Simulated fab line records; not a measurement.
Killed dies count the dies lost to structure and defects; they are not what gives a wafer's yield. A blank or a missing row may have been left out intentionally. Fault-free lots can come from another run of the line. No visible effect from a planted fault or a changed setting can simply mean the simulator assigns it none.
fab line records | flow n5Finfet
record lots=24 wafers=72 lastDay=17
route steps=1938 shown BEOL_M4@1090 BEOL_M5@1128
lots with no fault: from the same line, run without faults
startH: start of the lot's first displayed wafer, in hours after the record's first day | waitH: hours elapsed since this lot's preceding step | " identical to the entry in the row above | L1.1+2: several wafers, shown together as one row | - no value, or no start was given | * or withheld: withheld | < > ~ a bound
route shown NAME@n: NAME is a module with steps in the file, n the number in the route of the first one | usual: mean/standard deviation of fault-free wafers | same: alike in all rows | chamber/n: place in a boat | sites: readings site by site | _std_site: their standard deviation | _edge_site: the outer-site mean with the inner-site mean subtracted | radiusMm: how far each site lies from the wafer's centre | mask NAME#n: copy n | behind: the tool/chamber that last shaped the wafer | hold: cause of the lot's hold/its duration in hours/its outcome | device: the transistor (n, p or np) that didn't switch | end of line: tests run on the same wafers once the route is complete | where a step has no rows: the recipe by itself | killed: count of dies lost to structure and defects at first sort (not the wafer's yield) | map: per-die view of a wafer (x killed, . not killed, _ where there is no die)
set.NAME: the setting as run; set.NAME@STEP: as run at that earlier step | model.NAME: the simulator's own value behind a step, which no gauge read
steps of the route over a sample of lots; a table a step, a row a wafer
services: the hour from which a tool's chamber was out of use, counted from the record's first day as startH (under 0 if before that day), plus the number of hours and why
## steps
# step N5_BEOL_M4_SPUTTER_86
# recipe material=Cu targetThkA=45 tempC=-20 chamberPressurePa=0.07 powerW=withheld timeS=8.29
# usual susceptorTempC=-20.01/0.11 throttleValvePct=29.7/1.4
# columns lot.wafer tool chamber startH waitH susceptorTempC throttleValvePct
L074.3 pvdSputter-02 - 153.67 0.1 -20.11 29.4
L074.4 " - " " -19.85 29.4
L074.5 " - " " -20.13 31.0
L075.2 pvdSputter-01 - 173.92 0.1 -20.10 30.5
L075.3 " - " " -19.87 27.6
L075.5 " - " " -20.04 30.0
L076.2 pvdSputter-01 - 177.60 0.1 -19.96 26.5
L076.4 " - " " -20.12 29.6
L076.6 " - " " -20.13 30.4
L077.2 pvdSputter-01 - 179.83 0.1 -20.06 29.7
L077.4 " - " " -20.07 30.5
L077.5 " - " " -19.97 26.8
L078.3 pvdSputter-03 - 182.83 0.1 -20.13 31.5
L078.4 " - " " -20.02 30.8
L078.5 " - " " -19.95 30.5
L079.1 pvdSputter-02 - 194.33 0.1 -20.18 31.0
L079.2 " - " " -19.95 29.6
L079.6 " - " " -20.03 29.5
L080.1 pvdSputter-01 - 202.30 0.1 -19.93 27.6
L080.2 " - " " -20.19 30.5
L080.5 " - " " -19.89 29.7
L082.1 pvdSputter-03 - 204.10 0.1 -20.17 29.0
L082.3 " - " " -20.03 30.9
L082.6 " - " " -19.95 31.5
L081.2 pvdSputter-03 - 209.54 0.1 -20.05 29.2
L081.3 " - " " -20.17 31.3
L081.4 " - " " -20.08 30.4
L083.2 pvdSputter-02 - 210.00 0.1 -20.11 29.6
L083.3 " - " " -20.01 30.8
L083.6 " - " " -20.17 29.6
L084.2 pvdSputter-01 - 224.11 0.1 -20.09 26.7
L084.3 " - " " -19.93 27.4
L084.6 " - " " -20.00 29.8
L085.1 pvdSputter-01 - 225.95 0.1 -20.16 26.8
L085.4 " - " " -19.94 27.6
L085.5 " - " " -19.93 27.8
L087.3 pvdSputter-01 - 239.20 0.1 -20.03 26.9
L087.4 " - " " -19.93 29.7
L087.6 " - " " -19.87 29.6
L086.4 pvdSputter-02 - 244.00 0.1 -19.99 29.5
L086.5 " - " " -19.96 30.9
L086.6 " - " " -20.26 29.2
L089.1 pvdSputter-03 - 246.76 0.1 -20.01 31.1
L089.2 " - " " -20.13 31.1
L089.4 " - " " -19.98 30.4
L088.1 pvdSputter-02 - 252.95 0.1 -20.00 29.3
L088.4 " - " " -19.97 30.7
L088.6 " - " " -19.98 29.4
L090.2 pvdSputter-01 - 254.36 0.1 -19.97 26.4
L090.3 " - " " -19.97 27.6
L090.5 " - " " -20.06 27.7
L091.1 pvdSputter-03 - 266.18 0.1 -19.95 31.1
L091.3 " - " " -20.16 30.6
L091.6 " - " " -19.92 29.2
L092.3 pvdSputter-01 - 271.25 0.1 -19.88 30.3
L092.5 " - " " -20.04 27.5
L092.6 " - " " -20.16 26.7
L094.1 pvdSputter-01 - 276.20 0.1 -20.06 29.6
L094.5 " - " " -19.94 30.7
L094.6 " - " " -19.77 26.8
L093.2 pvdSputter-02 - 276.41 0.1 -19.98 29.3
L093.4 " - " " -20.03 29.6
L093.6 " - " " -19.87 29.8
L095.2 pvdSputter-03 - 282.18 0.1 -20.14 31.1
L095.4 " - " " -20.17 31.3
L095.6 " - " " -19.76 31.2
L096.1 pvdSputter-03 - 292.09 0.1 -19.98 30.3
L096.2 " - " " -20.04 29.3
L096.6 " - " " -19.96 31.2
L097.2 pvdSputter-03 - 307.94 0.1 -19.91 31.3
L097.3 " - " " -19.97 29.0
L097.5 " - " " -19.92 31.3
# step N5_BEOL_M4_SPUTTER_90
# recipe material=Cu targetThkA=45 tempC=-20 chamberPressurePa=0.07 powerW=withheld timeS=8.29
# usual susceptorTempC=-20.00/0.11 throttleValvePct=29.6/1.4
# columns lot.wafer tool chamber startH waitH susceptorTempC throttleValvePct
L074.3 pvdSputter-02 - 154.11 0.1 -20.04 29.5
L074.4 " - " " -19.93 29.4
L074.5 " - " " -20.00 31.0
L075.2 pvdSputter-01 - 174.36 0.1 -19.85 30.3
L075.3 " - " " -19.92 27.6
L075.5 " - " " -19.98 29.8
L076.2 pvdSputter-01 - 178.04 0.1 -20.09 26.6
L076.4 " - " " -19.98 29.5
L076.6 " - " " -20.07 30.4
L077.2 pvdSputter-01 - 180.27 0.1 -19.93 29.9
L077.4 " - " " -19.76 30.4
L077.5 " - " " -19.72 26.5
L078.3 pvdSputter-03 - 183.27 0.1 -19.95 30.8
L078.4 " - " " -19.82 31.0
L078.5 " - " " -19.98 30.5
L079.1 pvdSputter-02 - 194.77 0.1 -19.99 30.8
L079.2 " - " " -20.08 29.3
L079.6 " - " " -20.13 29.4
L080.1 pvdSputter-01 - 202.74 0.1 -20.04 27.7
L080.2 " - " " -20.06 30.6
L080.5 " - " " -20.02 29.6
L082.1 pvdSputter-03 - 204.54 0.1 -20.25 29.3
L082.3 " - " " -19.88 31.0
L082.6 " - " " -19.86 31.2
L081.2 pvdSputter-03 - 209.98 0.1 -19.82 29.2
L081.3 " - " " -20.01 31.1
L081.4 " - " " -19.91 30.7
L083.2 pvdSputter-02 - 210.44 0.1 -19.98 29.6
L083.3 " - " " -20.06 31.0
L083.6 " - " " -19.93 29.9
L084.2 pvdSputter-01 - 224.55 0.1 -19.88 26.8
L084.3 " - " " -20.08 27.4
L084.6 " - " " -19.92 29.9
L085.1 pvdSputter-01 - 226.39 0.1 -20.16 26.6
L085.4 " - " " -20.24 27.6
L085.5 " - " " -20.06 27.8
L087.3 pvdSputter-01 - 239.64 0.1 -19.97 26.6
L087.4 " - " " -20.11 29.7
L087.6 " - " " -20.23 29.5
L086.4 pvdSputter-02 - 244.44 0.1 -20.18 29.4
L086.5 " - " " -20.07 31.3
L086.6 " - " " -20.09 29.5
L089.1 pvdSputter-03 - 247.20 0.1 -20.02 31.2
L089.2 " - " " -20.05 31.2
L089.4 " - " " -19.80 30.5
L088.1 pvdSputter-02 - 253.39 0.1 -20.12 29.4
L088.4 " - " " -19.96 30.6
L088.6 " - " " -20.00 29.5
L090.2 pvdSputter-01 - 254.80 0.1 -19.97 26.7
L090.3 " - " " -20.07 27.8
L090.5 " - " " -19.90 28.1
L091.1 pvdSputter-03 - 266.62 0.1 -20.04 31.1
L091.3 " - " " -20.01 30.5
L091.6 " - " " -20.00 29.1
L092.3 pvdSputter-01 - 271.69 0.1 -19.92 30.4
L092.5 " - " " -19.89 27.5
L092.6 " - " " -19.96 26.8
L094.1 pvdSputter-01 - 276.64 0.1 -20.10 29.8
L094.5 " - " " -20.10 30.5
L094.6 " - " " -20.17 26.7
L093.2 pvdSputter-02 - 276.85 0.1 -19.86 29.6
L093.4 " - " " -20.13 29.4
L093.6 " - " " -19.91 29.4
L095.2 pvdSputter-03 - 282.62 0.1 -19.93 31.3
L095.4 " - " " -20.15 30.9
L095.6 " - " " -19.77 30.9
L096.1 pvdSputter-03 - 292.53 0.1 -20.07 30.5
L096.2 " - " " -19.88 29.3
L096.6 " - " " -20.02 31.4
L097.2 pvdSputter-03 - 308.38 0.1 -20.00 31.3
L097.3 " - " " -20.04 29.1
L097.5 " - " " -20.00 31.3
# step N5_BEOL_M4_CO_CAP_55
# recipe material=Co targetThkA=20 tempC=200 precursor=CCTBA/H2 pressureTorr=30 timeS=102.1
# usual heaterPowerW=261/38 susceptorTempC=200.00/0.14
# columns lot.wafer tool chamber startH waitH heaterPowerW susceptorTempC
L074.3 cvdCo-01 2 155.78 0.0 202 199.93
L074.4 " 2 " " 204 200.09
L074.5 " 0 " " 251 199.92
L075.2 cvdCo-02 1 175.90 0.0 312 200.05
L075.3 " 2 " " 224 199.95
L075.5 " 0 " " 250 199.86
L076.2 cvdCo-01 0 179.63 0.0 249 199.93
L076.4 " 0 " " 255 199.80
L076.6 " 1 " " 250 200.04
L077.2 cvdCo-02 2 181.80 0.0 222 200.10
L077.4 " 2 " " 222 200.42
L077.5 " 1 " " 313 200.45
L078.3 cvdCo-02 2 184.87 0.1 225 200.03
L078.4 " 1 " " 313 199.84
L078.5 " 1 " " 318 199.77
L079.1 cvdCo-01 2 196.31 0.0 200 199.85
L079.2 " 0 " " 249 199.81
L079.6 " 2 " " 200 199.92
L080.1 cvdCo-02 1 204.42 0.0 315 199.88
L080.2 " 0 " " 249 200.15
L080.5 " 2 " " 223 199.91
L082.1 cvdCo-02 2 206.07 0.0 226 199.86
L082.3 " 1 " " 312 200.16
L082.6 " 1 " " 313 200.30
L081.2 cvdCo-02 0 211.50 0.0 249 200.05
L081.3 " 2 " " 223 199.94
L081.4 " 2 " " 228 199.95
L083.2 cvdCo-02 1 212.26 0.0 317 200.05
L083.3 " 0 " " 254 199.88
L083.6 " 0 " " 251 199.91
L084.2 cvdCo-01 0 226.07 0.0 260 199.91
L084.3 " 1 " " 252 199.95
L084.6 " 0 " " 258 199.93
L085.1 cvdCo-02 1 227.91 0.0 315 199.88
L085.4 " 1 " " 319 200.06
L085.5 " 0 " " 249 200.14
L087.3 cvdCo-02 0 241.16 0.0 254 199.75
L087.4 " 0 " " 251 199.84
L087.6 " 2 " " 222 199.80
L086.4 cvdCo-02 0 246.12 0.0 251 200.03
L086.5 " 2 " " 220 200.10
L086.6 " 1 " " 314 199.88
L089.1 cvdCo-02 1 248.76 0.0 311 200.02
L089.2 " 0 " " 258 200.13
L089.4 " 1 " " 318 200.01
L088.1 cvdCo-02 0 254.97 0.0 253 200.22
L088.4 " 1 " " 317 200.16
L088.6 " 0 " " 251 200.14
L090.2 cvdCo-01 0 256.33 0.0 254 199.93
L090.3 " 2 " " 201 200.07
L090.5 " 2 " " 204 199.95
L091.1 cvdCo-02 0 268.42 0.0 251 199.93
L091.3 " 1 " " 319 200.00
L091.6 " 1 " " 323 199.99
L092.3 cvdCo-02 2 274.43 0.0 228 200.01
L092.5 " 1 " " 325 200.01
L092.6 " 2 " " 224 200.06
L093.2 cvdCo-02 0 278.37 0.0 252 199.91
L093.4 " 2 " " 223 200.10
L093.6 " 1 " " 318 200.14
L094.1 cvdCo-02 1 278.48 0.0 314 200.16
L094.5 " 1 " " 318 200.20
L094.6 " 0 " " 258 199.92
L095.2 cvdCo-02 0 284.36 0.0 254 199.94
L095.4 " 0 " " 248 199.89
L095.6 " 2 " " 227 200.01
L096.1 cvdCo-02 1 294.05 0.0 309 200.09
L096.2 " 0 " " 262 199.84
L096.6 " 2 " " 230 199.95
L097.2 cvdCo-02 2 309.93 0.0 225 200.05
L097.3 " 0 " " 250 199.87
L097.5 " 2 " " 224 200.12
# step N5_BEOL_M5_INSPECT_13
# recipe mode=adi inspectInstrument=brightfield
# usual rawDefectCount=406/110
# columns lot.wafer tool chamber startH waitH rawDefectCount
L074.3 defectInspect-01 - 158.74 0.0 510
L074.4 " - " " 444
L074.5 " - " " 363
L075.2 defectInspect-02 - 179.73 0.0 331
L075.3 " - " " 379
L075.5 " - " " 390
L076.2 defectInspect-02 - 182.33 0.0 237
L076.4 " - " " 228
L076.6 " - " " 305
L077.2 defectInspect-01 - 184.65 0.0 533
L077.4 " - " " 264
L077.5 " - " " 604
L078.3 defectInspect-02 - 188.08 0.0 426
L078.4 " - " " 695
L078.5 " - " " 856
L079.1 defectInspect-02 - 198.83 0.1 610
L079.2 " - " " 475
L079.6 " - " " 514
L080.1 defectInspect-02 - 206.96 0.1 319
L080.2 " - " " 376
L080.5 " - " " 280
L082.1 defectInspect-02 - 209.16 0.1 319
L082.3 " - " " 382
L082.6 " - " " 254
L081.2 defectInspect-01 - 213.98 0.0 286
L081.3 " - " " 376
L081.4 " - " " 352
L083.2 defectInspect-01 - 216.94 0.1 309
L083.3 " - " " 273
L083.6 " - " " 309
L084.2 defectInspect-01 - 228.86 0.0 445
L084.3 " - " " 450
L084.6 " - " " 445
L085.1 defectInspect-01 - 230.79 0.1 378
L085.4 " - " " 304
L085.5 " - " " 422
L087.3 defectInspect-02 - 245.32 0.0 327
L087.4 " - " " 323
L087.6 " - " " 332
L086.4 defectInspect-02 - 248.82 0.0 374
L086.5 " - " " 466
L086.6 " - " " 358
L089.1 defectInspect-01 - 251.93 0.1 404
L089.2 " - " " 565
L089.4 " - " " 384
L088.1 defectInspect-01 - 258.28 0.1 282
L088.4 " - " " 349
L088.6 " - " " 290
L090.2 defectInspect-01 - 260.99 0.0 671
L090.3 " - " " 309
L090.5 " - " " 415
L091.1 defectInspect-01 - 271.85 0.1 503
L091.3 " - " " 503
L091.6 " - " " 524
L092.3 defectInspect-02 - 278.37 0.0 234
L092.5 " - " " 334
L092.6 " - " " 342
L093.2 defectInspect-01 - 281.19 0.0 352
L093.4 " - " " 328
L093.6 " - " " 265
L094.1 defectInspect-02 - 281.75 0.1 432
L094.5 " - " " 581
L094.6 " - " " 433
L095.2 defectInspect-01 - 288.35 0.0 442
L095.4 " - " " 448
L095.6 " - " " 416
L096.1 defectInspect-02 - 297.47 0.1 356
L096.2 " - " " 364
L096.6 " - " " 271
L097.2 defectInspect-02 - 312.99 0.0 277
L097.3 " - " " 451
L097.5 " - " " 326
# step N5_BEOL_M5_DESCUM_16
# recipe chemistry=O2 timeS=7 sourcePowerW=50 biasPowerW=20 pressureMtorr=20 rfFrequencyHz=2.712e+07 tempC=40 resist=CAR-EUV o2FlowSccm=225
# usual biasPowerW=20.00/0.053 drypumpMotorCurrentA=5.9/0.41 oesProductAu=0.83/0.08 rfVppV=243.6/1.5 showerheadPlenumPTorr=2.12/0.076 throttleValvePct=20.35/0.2
# columns lot.wafer tool chamber startH waitH biasPowerW drypumpMotorCurrentA oesProductAu rfHoursCounterH rfVppV showerheadPlenumPTorr throttleValvePct
L074.3 rieDiel-06 0 158.77 0.0 20.04 6.0 0.67 234 242.7 2.06 20.59
L074.4 " 1 " " 19.96 6.2 0.93 16 245.0 2.14 20.08
L074.5 " 2 " " 20.15 5.2 0.88 - 243.3 2.14 20.38
L075.2 rieDiel-02 1 179.92 0.2 20.04 6.2 0.75 150 245.5 2.18 20.10
L075.3 " 0 " " 19.96 6.0 0.83 72 246.5 2.21 20.11
L075.5 " 1 " " 19.95 6.2 0.75 - 243.8 2.18 20.09
L076.2 rieDiel-02 3 182.63 0.3 20.08 5.6 0.96 9 244.8 2.24 20.29
L076.4 " 1 " " 19.96 6.2 0.75 151 244.1 2.18 20.10
L076.6 " 0 " " 19.99 6.0 0.83 - 245.0 2.21 20.12
L077.2 rieDiel-03 1 185.96 1.3 20.06 5.9 0.73 168 243.8 2.18 20.64
L077.4 " 1 " " 20.04 5.9 0.74 - 244.1 2.18 20.64
L077.5 " 2 " " 20.01 5.3 0.75 - 240.8 2.01 20.53
L078.3 rieDiel-03 0 188.80 0.7 20.02 6.7 0.87 26 242.7 2.05 20.32
L078.4 " 0 " " 19.99 6.7 0.89 - 242.0 2.05 20.31
L078.5 " 1 " " 20.06 5.9 0.74 - 245.9 2.18 20.67
L079.1 rieDiel-06 3 198.86 0.0 20.04 5.8 0.83 87 245.4 2.21 20.17
L079.2 " 1 " " 20.06 6.1 0.91 23 244.3 2.14 20.12
L079.6 " 0 " " 20.08 6.0 0.67 - 243.3 2.06 20.61
L080.1 rieDiel-03 3 207.00 0.0 19.96 5.3 0.96 3 241.3 2.05 20.39
L080.2 " 2 " " 19.97 5.3 0.75 156 242.3 2.01 20.54
L080.5 " 2 " " 19.96 5.3 0.74 - 242.0 2.01 20.55
L082.1 rieDiel-02 3 209.28 0.1 20.04 5.6 0.92 19 246.1 2.24 20.31
L082.3 " 2 " " 19.91 6.2 0.73 198 241.3 1.99 20.76
L082.6 " 3 " " 20.00 5.6 0.91 - 245.5 2.24 20.31
L081.2 rieDiel-02 3 214.02 0.0 19.96 5.6 0.92 20 246.3 2.24 20.31
L081.3 " 2 " " 19.99 6.2 0.74 200 240.1 1.98 20.76
L081.4 " 1 " " 19.93 6.2 0.74 162 244.1 2.18 20.10
L083.2 rieDiel-06 2 216.97 0.0 19.97 5.2 0.87 49 244.8 2.13 20.39
L083.3 " 3 " " 19.98 5.9 0.82 92 244.9 2.21 20.20
L083.6 " 2 " " 19.94 5.2 0.87 - 244.0 2.13 20.41
L084.2 rieDiel-06 0 228.89 0.0 20.00 6.0 0.66 250 242.9 2.06 20.62
L084.3 " 3 " " 19.99 5.9 0.82 95 245.1 2.20 20.19
L084.6 " 2 " " 20.02 5.2 0.87 - 243.4 2.13 20.41
L085.1 rieDiel-06 1 230.82 0.0 19.99 6.1 0.89 33 243.6 2.13 20.12
L085.4 " 3 " " 20.03 5.9 0.82 - 243.9 2.20 20.18
L085.5 " 1 " " 20.02 6.1 0.89 - 244.1 2.13 20.11
L087.3 rieDiel-06 0 245.59 0.3 19.91 6.0 1.02 1 242.2 2.06 20.26
L087.4 " 2 " " 20.09 5.2 0.86 59 243.5 2.13 20.41
L087.6 " 2 " " 20.11 5.2 0.85 - 244.1 2.13 20.42
L086.4 rieDiel-06 3 248.85 0.0 20.07 5.9 0.81 104 243.7 2.20 20.22
L086.5 " 1 " " 20.06 6.1 0.88 - 245.3 2.13 20.11
L086.6 " 2 " " 19.98 5.3 0.85 - 244.3 2.13 20.43
L089.1 rieDiel-03 2 251.96 0.0 20.04 5.3 0.74 169 241.8 2.00 20.55
L089.2 " 0 " " 20.00 6.7 0.85 45 241.3 2.04 20.34
L089.4 " 1 " " 19.96 6.0 0.71 189 244.5 2.17 20.68
L088.1 rieDiel-03 3 258.32 0.0 20.05 5.3 0.91 18 242.0 2.05 20.40
L088.4 " 0 " " 20.13 6.7 0.86 48 243.0 2.04 20.35
L088.6 " 2 " " 20.07 5.3 0.74 - 240.6 2.00 20.54
L090.2 rieDiel-03 2 261.02 0.0 20.02 5.3 0.73 172 240.1 2.00 20.55
L090.3 " 1 " " 20.01 5.9 0.72 192 245.8 2.17 20.69
L090.5 " 3 " " 20.03 5.4 0.90 - 241.7 2.05 20.41
L091.1 rieDiel-02 3 272.84 1.0 19.98 5.6 0.89 40 245.0 2.23 20.34
L091.3 " 2 " " 19.98 6.2 0.73 217 240.2 1.98 20.78
L091.6 " 2 " " 19.94 6.2 0.72 - 240.9 1.98 20.80
L092.3 rieDiel-06 3 278.45 0.1 19.99 5.9 0.80 111 244.9 2.20 20.22
L092.5 " 3 " " 20.03 5.9 0.79 - 243.9 2.20 20.21
L092.6 " 0 " " 20.13 6.0 0.95 - 243.5 2.06 20.26
L093.2 rieDiel-06 3 281.38 0.2 19.94 5.9 0.80 112 244.5 2.20 20.21
L093.4 " 2 " " 20.04 5.2 0.83 71 243.7 2.13 20.43
L093.6 " 0 " " 19.96 5.9 0.95 - 242.2 2.06 20.26
L094.1 rieDiel-02 3 281.79 0.0 19.95 5.6 0.88 43 243.8 2.23 20.33
L094.5 " 3 " " 20.00 5.6 0.89 - 244.6 2.23 20.35
L094.6 " 2 " " 19.92 6.2 0.72 - 241.7 1.98 20.78
L095.2 rieDiel-06 3 288.38 0.0 19.94 5.9 0.80 115 246.4 2.20 20.22
L095.4 " 1 " " 19.97 6.2 0.87 47 244.1 2.13 20.14
L095.6 " 2 " " 20.01 5.2 0.83 - 243.0 2.12 20.42
L096.1 rieDiel-06 0 297.50 0.0 19.99 6.0 0.94 15 242.3 2.05 20.29
L096.2 " 1 " " 20.02 6.1 0.86 51 244.4 2.13 20.14
L096.6 " 0 " " 20.04 6.0 0.94 - 242.0 2.05 20.26
L097.2 rieDiel-06 3 313.06 0.1 19.99 5.8 0.79 122 246.2 2.20 20.23
L097.3 " 1 " " 20.01 6.1 0.86 55 243.4 2.12 20.15
L097.5 " 1 " " 20.01 6.1 0.84 - 244.2 2.12 20.15
# step N5_BEOL_M5_ETCH_72
# recipe chemistry=N2/H2 target=underlayer targetDepthA=65 maskMaterial=CAR-EUV timeS=5.2 ionEnergyEv=200 pressureMtorr=30 sourceW=840 biasW=150 n2FlowSccm=200 h2FlowSccm=200 ends=cleared
# usual drypumpMotorCurrentA=5.9/0.41 etchRfOnTimeS=5.20/0.087 oesProductAu=0.70/0.069 rfVppV=524.6/2.8 showerheadPlenumPTorr=2.57/0.089 throttleValvePct=17.79/0.25
# columns lot.wafer tool chamber startH waitH drypumpMotorCurrentA etchRfOnTimeS oesProductAu rfHoursCounterH rfVppV showerheadPlenumPTorr throttleValvePct
L074.3 rieDiel-06 0 158.80 0.0 5.9 5.35 0.56 234 522.0 2.50 18.02
L074.4 " 1 " " 6.2 5.08 0.79 16 525.8 2.59 17.46
L074.5 " 2 " " 5.2 5.26 0.74 - 523.5 2.58 17.76
L075.2 rieDiel-02 1 179.95 0.0 6.2 5.13 0.64 150 526.2 2.66 17.52
L075.3 " 0 " " 6.0 5.10 0.72 72 526.5 2.68 17.49
L075.5 " 1 " " 6.3 5.17 0.64 - 525.8 2.66 17.51
L076.2 rieDiel-02 3 182.67 0.0 5.6 4.96 0.83 9 531.1 2.71 17.63
L076.4 " 1 " " 6.3 5.19 0.63 151 527.0 2.65 17.50
L076.6 " 0 " " 6.0 5.15 0.72 - 528.8 2.68 17.53
L077.2 rieDiel-03 1 185.99 0.0 5.9 5.26 0.63 168 526.6 2.65 18.23
L077.4 " 1 " " 5.9 5.30 0.63 - 526.0 2.65 18.24
L077.5 " 2 " " 5.3 5.31 0.63 - 521.4 2.45 18.11
L078.3 rieDiel-03 0 188.83 0.0 6.6 5.08 0.76 26 523.0 2.49 17.75
L078.4 " 0 " " 6.6 5.11 0.76 - 522.3 2.49 17.77
L078.5 " 1 " " 6.0 5.25 0.63 - 528.2 2.65 18.23
L079.1 rieDiel-06 3 198.90 0.0 5.9 5.17 0.71 87 526.8 2.68 17.68
L079.2 " 1 " " 6.1 5.08 0.77 23 525.1 2.59 17.48
L079.6 " 0 " " 6.0 5.27 0.58 - 522.8 2.50 18.02
L080.1 rieDiel-03 3 207.03 0.0 5.4 5.11 0.82 3 523.4 2.50 17.75
L080.2 " 2 " " 5.3 5.31 0.63 156 521.3 2.45 18.11
L080.5 " 2 " " 5.3 5.32 0.64 - 522.0 2.45 18.10
L082.1 rieDiel-02 3 209.32 0.0 5.6 5.04 0.80 19 528.2 2.71 17.63
L082.3 " 2 " " 6.2 5.31 0.62 198 519.3 2.42 18.26
L082.6 " 3 " " 5.6 5.00 0.79 - 527.0 2.71 17.62
L081.2 rieDiel-02 3 214.05 0.0 5.6 4.98 0.80 20 529.9 2.71 17.64
L081.3 " 2 " " 6.2 5.25 0.63 200 520.0 2.42 18.27
L081.4 " 1 " " 6.2 5.16 0.63 162 525.4 2.65 17.56
L083.2 rieDiel-06 2 217.01 0.0 5.2 5.23 0.74 49 523.4 2.58 17.77
L083.3 " 3 " " 5.8 5.24 0.70 92 524.4 2.68 17.70
L083.6 " 2 " " 5.2 5.20 0.74 - 526.8 2.58 17.76
L084.2 rieDiel-06 0 228.93 0.0 6.0 5.32 0.57 250 524.6 2.50 18.07
L084.3 " 3 " " 5.8 5.25 0.70 95 526.5 2.67 17.69
L084.6 " 2 " " 5.2 5.26 0.73 - 526.0 2.57 17.77
L085.1 rieDiel-06 1 230.86 0.0 6.1 5.14 0.76 33 523.5 2.58 17.48
L085.4 " 3 " " 5.9 5.21 0.69 - 527.2 2.67 17.70
L085.5 " 1 " " 6.2 5.10 0.76 - 527.5 2.58 17.48
L087.3 rieDiel-06 0 245.62 0.0 6.0 5.21 0.85 1 522.4 2.50 17.62
L087.4 " 2 " " 5.2 5.27 0.73 59 523.6 2.57 17.79
L087.6 " 2 " " 5.2 5.24 0.72 - 523.2 2.57 17.78
L086.4 rieDiel-06 3 248.88 0.0 5.9 5.16 0.69 104 527.2 2.67 17.70
L086.5 " 1 " " 6.1 5.07 0.77 - 526.5 2.58 17.49
L086.6 " 2 " " 5.2 5.15 0.73 - 523.6 2.57 17.79
L089.1 rieDiel-03 2 252.00 0.0 5.3 5.37 0.62 169 521.8 2.44 18.16
L089.2 " 0 " " 6.6 5.20 0.73 45 521.1 2.48 17.80
L089.4 " 1 " " 5.9 5.37 0.61 189 527.4 2.64 18.27
L088.1 rieDiel-03 3 258.35 0.0 5.4 5.13 0.78 18 521.0 2.49 17.77
L088.4 " 0 " " 6.7 5.10 0.73 48 522.9 2.48 17.80
L088.6 " 2 " " 5.3 5.37 0.62 - 518.8 2.44 18.15
L090.2 rieDiel-03 2 261.05 0.0 5.3 5.34 0.63 172 520.8 2.44 18.17
L090.3 " 1 " " 6.0 5.30 0.61 192 527.8 2.64 18.29
L090.5 " 3 " " 5.3 5.11 0.77 - 520.5 2.49 17.79
L091.1 rieDiel-02 3 272.87 0.0 5.6 4.96 0.77 40 526.6 2.70 17.64
L091.3 " 2 " " 6.2 5.21 0.63 217 519.0 2.41 18.30
L091.6 " 2 " " 6.2 5.21 0.63 - 520.2 2.41 18.29
L092.3 rieDiel-06 3 278.48 0.0 5.9 5.28 0.68 111 527.3 2.67 17.73
L092.5 " 3 " " 5.9 5.26 0.67 - 527.0 2.67 17.72
L092.6 " 0 " " 5.9 5.17 0.80 - 523.9 2.49 17.65
L093.2 rieDiel-06 3 281.42 0.0 5.8 5.25 0.68 112 527.0 2.67 17.71
L093.4 " 2 " " 5.2 5.19 0.72 71 525.6 2.57 17.78
L093.6 " 0 " " 6.0 5.22 0.81 - 525.0 2.49 17.65
L094.1 rieDiel-02 3 281.82 0.0 5.6 5.00 0.75 43 524.9 2.70 17.70
L094.5 " 3 " " 5.6 5.06 0.76 - 528.3 2.70 17.68
L094.6 " 2 " " 6.2 5.25 0.62 - 519.3 2.41 18.29
L095.2 rieDiel-06 3 288.41 0.0 5.9 5.28 0.68 115 528.9 2.67 17.75
L095.4 " 1 " " 6.1 5.12 0.74 47 523.1 2.57 17.50
L095.6 " 2 " " 5.2 5.26 0.71 - 526.0 2.57 17.81
L096.1 rieDiel-06 0 297.53 0.0 6.0 5.23 0.79 15 521.4 2.49 17.65
L096.2 " 1 " " 6.1 5.17 0.73 51 524.4 2.57 17.54
L096.6 " 0 " " 6.0 5.27 0.79 - 524.7 2.49 17.67
L097.2 rieDiel-06 3 313.10 0.0 5.8 5.27 0.67 122 529.1 2.66 17.74
L097.3 " 1 " " 6.1 5.15 0.73 55 525.8 2.57 17.51
L097.5 " 1 " " 6.1 5.16 0.73 - 523.5 2.57 17.53
## services
# columns tool chamber startH hours kind
rieDiel-02 3 153.75 1.5 repair
rieDiel-03 3 164.52 1.7 repair
cvdCo-01 2 178.45 2.3 repair
rieDiel-06 - 179.18 14.6 pm
rieDiel-03 3 179.37 - clean
rieDiel-03 3 179.37 - consumableReplace:focusRing
cvdCo-02 0 183.03 9.2 repair
cvdCo-02 - 192.72 6.9 pm
rieDiel-02 0 201.01 9.1 repair
rieDiel-02 2 223.76 6.1 repair
rieDiel-06 0 229.98 - clean
rieDiel-06 0 229.98 - consumableReplace:focusRing
rieDiel-06 0 229.98 14.3 scheduledDown
rieDiel-06 0 229.98 14.3 ventCycle
cvdCo-01 - 234.99 6.0 pm
rieDiel-02 2 237.18 4.4 repair
rieDiel-06 2 241.17 1.2 repair
cvdCo-02 2 248.60 21.1 repair
cvdCo-01 - 249.98 0.8 repair
rieDiel-06 3 259.63 4.8 repair
cvdCo-02 - 271.48 0.3 repair
cvdCo-01 - 285.36 0.6 repair
rieDiel-06 - 298.79 0.8 repair
cvdCo-02 1 303.50 13.0 repair
## key
fault none
